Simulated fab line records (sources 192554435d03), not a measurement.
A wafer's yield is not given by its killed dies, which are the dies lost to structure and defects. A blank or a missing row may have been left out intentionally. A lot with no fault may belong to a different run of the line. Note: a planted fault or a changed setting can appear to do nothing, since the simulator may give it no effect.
Problem report in the 8D (eight disciplines) form, filled by code | flow n5-finfet | the parts of the form that need people (team, actions taken, sign-off) are left out

## 1. THE PROBLEM
N5_MOL_CONTACT_COAG_ALD_20, susceptor-temp-C: mean 387.59 C over 1 wafer from 1 lot; wafers with no fault: 399.98 C, standard deviation 0.24. That is -52 standard deviations from the usual mean.
The step: deposits TiN, target thk 1.5 nm, pulse time 1 s, purge time 3 s.
First seen on wafer L931.1, day 6 12:26, on ald-metal-01. At this step, 26 wafers from 9 lots have a number in the record. By rule, "out" or "out of limits" means more than 4 standard deviations away from the usual mean. All remaining wafers that have a number are taken as sound.

## 2. WHAT THIS IS AND IS NOT
question                    | is               | is not
which readings at this step | susceptor-temp-C | precursor-pulse-height-rel
which lots                  | L931             | L927, L928, L941, L942, L944, L945, L946, L947
which wafers of those lots  | L931.1           | L931.2, L931.5
read on which tools         | ald-metal-01     | ald-metal-02, ald-metal-04
when                        | from day 6 12:26 | up to then (7 sound wafers); but 18 sound wafers of L941, L942, L944, L945, L946, L947 came after

## 3. THE SUSPECTS, EACH WITH WHAT RULES IT OUT
Counting: any tool at a process step up to the reading remains a suspect provided it ran every lot that is out. Sound lots after the first of them don't rule it out here, since some wafers of a struck lot are sound.
- cmp-03 at N5_GATE_CUT_CMP_61 (polishes, stops on SiNx, t overpolish 3 s): kept. L931, the lot that is out, went through it at day 6 10:40; up to then, the latest sound lot through it was L928 at day 5 15:05.
- rie-diel-06 at N5_MOL_CONTACT_COAG_ETCH_59 (etches underlayer in N2/H2, target depth 13 nm, time 10.4 s): kept. It ran the lot that is out, L931 (day 6 11:28).
- rie-diel-06 at N5_MOL_CONTACT_COAG_ETCH_15 (etches SiNx in CH3F/O2, stops on Si:P, target depth 7 nm): kept. It ran the lot that is out, L931 (day 6 11:40).
- ald-metal-01 at N5_MOL_CONTACT_COAG_ALD_20 (deposits TiN, target thk 1.5 nm, pulse time 1 s, purge time 3 s): kept. It ran the lot that is out, L931 (day 6 12:26). On those wafers its own readings are out: susceptor-temp-C.
- At N5_MOL_CONTACT_COAG_ETCH_59 on rie-diel-06, chamber 1 took the sound wafers of the same lots and chamber 3 took the wafers that are out.
- At N5_MOL_CONTACT_COAG_ETCH_15 on rie-diel-06, chamber 1 took the sound wafers of the same lots and chamber 3 took the wafers that are out.
- ald-metal-01, N5_MOL_CONTACT_COAG_ALD_20: wafers that are out in chamber 1, sound lot-mates in chambers 0, 2.
Left after counting: cmp-03 at N5_GATE_CUT_CMP_61, rie-diel-06 at N5_MOL_CONTACT_COAG_ETCH_59, rie-diel-06 at N5_MOL_CONTACT_COAG_ETCH_15, ald-metal-01 at N5_MOL_CONTACT_COAG_ALD_20.

## 4. THE CAUSE (what the simulator had put in)
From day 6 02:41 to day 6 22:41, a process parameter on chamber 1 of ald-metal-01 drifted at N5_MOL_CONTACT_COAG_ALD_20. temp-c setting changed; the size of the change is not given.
After counting, 4 suspects remain, this tool included.

## 5. THE EFFECT CHAIN, in route order
One row per reading whose mean, taken over the struck wafers that have a number, lies over 3 standard deviations from the usual. Readings are gone through only where the record gives a usual standard deviation; hours: the median, over the lots, of the time from a lot's start at the first step in this table giving one to that lot's start at this step; sigmas: the change measured in usual standard deviations.
hours | step                       | reading          | usual    | on struck wafers | change | sigmas
0     | N5_MOL_CONTACT_COAG_ALD_20 | susceptor-temp-C | 399.98 C | 387.59           | -12.39 | -52
Its process steps:
- N5_MOL_CONTACT_COAG_ALD_20: deposits TiN, target thk 1.5 nm, pulse time 1 s, purge time 3 s.
Later steps that measure or inspect, where all struck wafers having a row at the step show a number for every such reading and not one has moved that far: N5_BEOL_M4_RC_MEAS_101.

## 6. WHAT WOULD HAVE CAUGHT IT SOONER
In this record the first reading out of limits was taken at day 6 12:26, 10 hours after the fault began at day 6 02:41.
